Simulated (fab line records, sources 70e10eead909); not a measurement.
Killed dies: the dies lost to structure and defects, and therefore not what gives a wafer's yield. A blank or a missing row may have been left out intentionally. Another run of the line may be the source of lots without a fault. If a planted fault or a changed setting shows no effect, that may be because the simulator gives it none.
A lot that was struck, set against a sound lot + flow nandHarc + 22 out of 1159 route steps
Sound: the wafers L245.2, L245.4, L245.5. The struck wafers were L261.1, L261.3, L261.6. The cause is given at the end.
Each step with rows lists, per side, the tool, then ch with its chambers, then its first start. Under that, the readings that differ: sound wafers + struck wafers + difference of the means + sigmas: that difference in standard deviations of wafers without a fault.
alike: readings whose means differ by less than 2 such deviations, and words and numbers that are the same on both sides. not compared: withheld readings, readings that some wafer has no value for, bounds like >300 that may hide the same value, and numbers for which the record gives no deviation and whose values overlap.
Wherever a step has rows on one side only, a row that says differs or no value, or a row with sigmas, the two part there. Numbers that have no deviation but don't overlap get no sigmas and don't part them. Lack of a reading on every wafer of one side parts them only where that side has two or more wafers.

NHARC_P_CONTACT_CVD_23: deposits W, target thk 200 nm, time 557 s.
  sound on cvdW-02 ch 1; struck on cvdW-02 ch 0,1
  alike: heaterPowerOuterW, heaterPowerW, throttleValvePct
NHARC_P_CONTACT_CMP_24: polishes, t overpolish 30 s, target thk 200 nm.
  sound on cmp-01 ch 0,2,3, day 6 15:26; struck on cmp-03 ch 0,2,3, day 10 01:11
  alike: motorCurrentA, overpolishRunS, timeToEndpointS
then, 1 step without rows for these wafers: NHARC_P_CONTACT_SRD_26.
NHARC_P_CONTACT_INSPECT_27:
  sound: defectInspect-01 at day 6 15:48; struck: defectInspect-02 at day 10 01:35
  alike: rawDefectCount
then, 7 steps without rows for these wafers: NHARC_P_M0_DEP_00 (deposits SiOC, target thk 150 nm); NHARC_P_M0_DEHYDRATE_01 (time 120 s); NHARC_P_M0_HMDS_02 (time 30 s); NHARC_P_M0_COAT_33 (time 65 s); NHARC_P_M0_COAT_03 (resist thk 90 nm); NHARC_P_M0_SOFTBAKE_04 (time 55 s); NHARC_P_M0_EBR_05.
NHARC_P_M0_EXPOSE_06: exposes mask P M0, target cd 90 nm.
  sound on arfiScanner-03 ch 0, day 6 16:27; struck on arfiScanner-02 ch 0, day 10 02:21
| reading           | sound             | struck            | difference | sigmas      |
|-------------------|-------------------|-------------------|------------|-------------|
| exposureDoseMJCm2 | 81.13 81.26 81.16 | 50.28 50.37 50.31 | -30.86     | -99 or more |
  alike: mask
then, 2 steps without rows for these wafers: NHARC_P_M0_PEB_07 (peb time 65 s); NHARC_P_M0_DEVELOP_08 (develop time 35 s).
NHARC_P_M0_CD_MEAS_09: the cd target is 90 nm.
  sound on cdSem-01 ch 0, day 6 16:35; struck on cdSem-02 ch 0, day 10 02:29
| reading   | sound          | struck         | difference | sigmas |
|-----------|----------------|----------------|------------|--------|
| cdNm (nm) | 91.0 90.6 89.5 | 60.9 60.2 60.5 | -29.8      | -54    |
NHARC_P_M0_OVL_MEAS_10: pitch 180 nm.
  sound: overlay-01 at day 6 16:40; struck: overlay-02 at day 10 02:34
  alike: overlayXNm, overlayYNm
NHARC_P_M0_INSPECT_11:
  sound: defectInspect-02 at day 6 16:43; struck: defectInspect-02 at day 10 02:37
  alike: rawDefectCount
NHARC_P_M0_DESCUM_14: chemistry O2, time 3 s.
  sound on rieDiel-01 ch 1,2,3, day 6 16:47; struck on rieDiel-12 ch 2,3, day 10 02:40
| reading              | sound             | struck            | difference | sigmas |
|----------------------|-------------------|-------------------|------------|--------|
| model.P_M0.cdNm (nm) | 91.36 90.99 89.59 | 60.84 60.02 60.82 | -30.09     |        |
  alike: drypumpMotorCurrentA, oesProductAu, rfVppV, showerheadPlenumPTorr, throttleValvePct
  not compared: rfHoursCounterH
NHARC_P_M0_ETCH_34: etches the open film in N2/H2, target depth 40 nm, overetch 12 nm, time 43.94 s.
  sound on rieDiel-01 ch 1,2,3, day 6 16:52; struck on rieDiel-12 ch 1,3, day 10 02:46
  alike: drypumpMotorCurrentA, oesProductAu, rfVppV, showerheadPlenumPTorr, throttleValvePct
  not compared: rfHoursCounterH
NHARC_P_M0_ETCH_15: etches the open film in C4F8/Ar, target depth 150 nm, overetch 15 nm, time 82.5 s.
  sound on rieDiel-01 ch 1,2; struck on rieDiel-12 ch 2,3
| reading              | sound             | struck            | difference | sigmas |
|----------------------|-------------------|-------------------|------------|--------|
| rfVppV (V)           | 442.7 446.3 440.7 | 436.4 438.7 436.8 | -5.9       | -2     |
| model.P_M0.cdNm (nm) | 91.24 90.97 89.85 | 61.08 60.46 60.86 | -29.89     |        |
  alike: oesProductAu
  not compared: rfHoursCounterH
NHARC_P_M0_CD_MEAS_16:
  sound: cdSem-02 at day 6 17:04; struck: cdSem-03 at day 10 02:58
| reading   | sound          | struck         | difference | sigmas |
|-----------|----------------|----------------|------------|--------|
| cdNm (nm) | 90.9 90.8 90.0 | 61.2 60.3 60.8 | -29.8      | -38    |
NHARC_P_M0_STRIP_18: strips in N2/H2.
  sound on rieDiel-12 ch 0,1,2, day 6 17:10; struck on rieDiel-09 ch 1,2, day 10 03:02
| reading    | sound         | struck      | difference | sigmas |
|------------|---------------|-------------|------------|--------|
| powerW (W) | 1002 999 1004 | 992 998 996 | -6         | -2     |
  alike: drypumpMotorCurrentA, oesProductAu, rfVppV, showerheadPlenumPTorr, throttleValvePct
  not compared: rfHoursCounterH

== WHERE THEY PART ==
Earliest at NHARC_P_M0_EXPOSE_06; latest, in this record, at NHARC_P_M0_STRIP_18.

WHY: the cause the simulator had injected
Process parameter drift: arfiScanner-02, from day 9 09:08 on, at NHARC_P_M0_EXPOSE_06. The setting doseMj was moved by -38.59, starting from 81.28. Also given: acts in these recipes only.
